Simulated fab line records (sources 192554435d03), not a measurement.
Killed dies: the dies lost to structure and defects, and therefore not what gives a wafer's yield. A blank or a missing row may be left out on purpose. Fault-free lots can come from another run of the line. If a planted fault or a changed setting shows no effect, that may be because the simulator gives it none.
Which tool is to blame? || flow n5-finfet || 10 lots with 30 wafers sampled at 2 steps, on a route of 1938 steps

== WHAT THE GAUGES SHOWED, per wafer ==
N5_BEOL_M6_OVL_MEAS_29.
{"lot": "L956", "measured": "day 10 09:14", "on": "overlay-01", "V5_OVL (nm)": "0.4 -0.1 0.5"}
{"lot": "L957", "measured": "day 10 12:24", "on": "overlay-02", "V5_OVL (nm)": "0.1 -0.4 0.3"}
{"lot": "L959", "measured": "day 11 01:45", "on": "overlay-02", "V5_OVL (nm)": "0.6 0.1 0.7"}
{"lot": "L961", "measured": "day 11 12:37", "on": "overlay-01", "V5_OVL (nm)": "-0.4 1.0 0.4"}
{"lot": "L960", "measured": "day 11 13:02", "on": "overlay-02", "V5_OVL (nm)": "0.2 0.1 0.3"}
{"lot": "L965", "measured": "day 12 17:35", "on": "overlay-02", "V5_OVL (nm)": "-0.4 0.3 -0.1"}
{"lot": "L967", "measured": "day 12 21:47", "on": "overlay-01", "V5_OVL (nm)": "-0.5 0.0 -0.5"}
{"lot": "L972", "measured": "day 14 11:07", "on": "overlay-02", "V5_OVL (nm)": "-0.4 0.6 0.9"}
{"lot": "L974", "measured": "day 14 22:44", "on": "overlay-01", "V5_OVL (nm)": "-0.7 0.4 -0.7"}
{"lot": "L975", "measured": "day 15 02:29", "on": "overlay-01", "V5_OVL (nm)": "-0.4 0.3 -0.7"}

== EACH LOT AND THE TOOL THAT RAN IT (in order: tool; ch and the chambers of the sampled wafers; start) ==
{"lot": "L956", "N5_BEOL_M6_ETCH_61": "rie-diel-03 ch 0,1, day 10 08:26"}
{"lot": "L957", "N5_BEOL_M6_ETCH_61": "rie-diel-03 ch 0,1,3, day 10 10:11"}
{"lot": "L959", "N5_BEOL_M6_ETCH_61": "rie-diel-01 ch 0,1,2, day 11 00:00"}
{"lot": "L961", "N5_BEOL_M6_ETCH_61": "rie-diel-03 ch 1,2, day 11 11:16"}
{"lot": "L960", "N5_BEOL_M6_ETCH_61": "rie-diel-03 ch 1,2,3, day 11 12:05"}
{"lot": "L965", "N5_BEOL_M6_ETCH_61": "rie-diel-01 ch 1,2,3, day 12 16:13"}
{"lot": "L967", "N5_BEOL_M6_ETCH_61": "rie-diel-01 ch 1,2,3, day 12 19:16"}
{"lot": "L972", "N5_BEOL_M6_ETCH_61": "rie-diel-01 ch 1,3, day 14 10:08"}
{"lot": "L974", "N5_BEOL_M6_ETCH_61": "rie-diel-03 ch 1,2,3, day 14 21:51"}
{"lot": "L975", "N5_BEOL_M6_ETCH_61": "rie-diel-04 ch 0,1,3, day 15 00:23"}
- N5_BEOL_M6_ETCH_61: etches SiARC in CF4, target depth 45.5 nm, time 75.8 s.

== THE ANSWER, worked out from the rows above alone ==
Rule: what is usual is taken from the lots themselves. Put in order of their means at a reading, lots are off if they are a third of the lots or fewer, leave a main group of 4 or more, and stand apart from it by a gap of 3 or more times the standard deviation of the main group's means; of several such gaps the widest counts. If all means in a main group match to the digits the tables above print for the reading, that group is not used. A lot without any number at a reading at which 4 lots or more have one is off too. Where the step has rows for the other lots, those lots are counted as sound.
No lot is off at any reading shown: from this, nothing can be told.

== WHAT THE SIMULATOR HAD INSERTED ==
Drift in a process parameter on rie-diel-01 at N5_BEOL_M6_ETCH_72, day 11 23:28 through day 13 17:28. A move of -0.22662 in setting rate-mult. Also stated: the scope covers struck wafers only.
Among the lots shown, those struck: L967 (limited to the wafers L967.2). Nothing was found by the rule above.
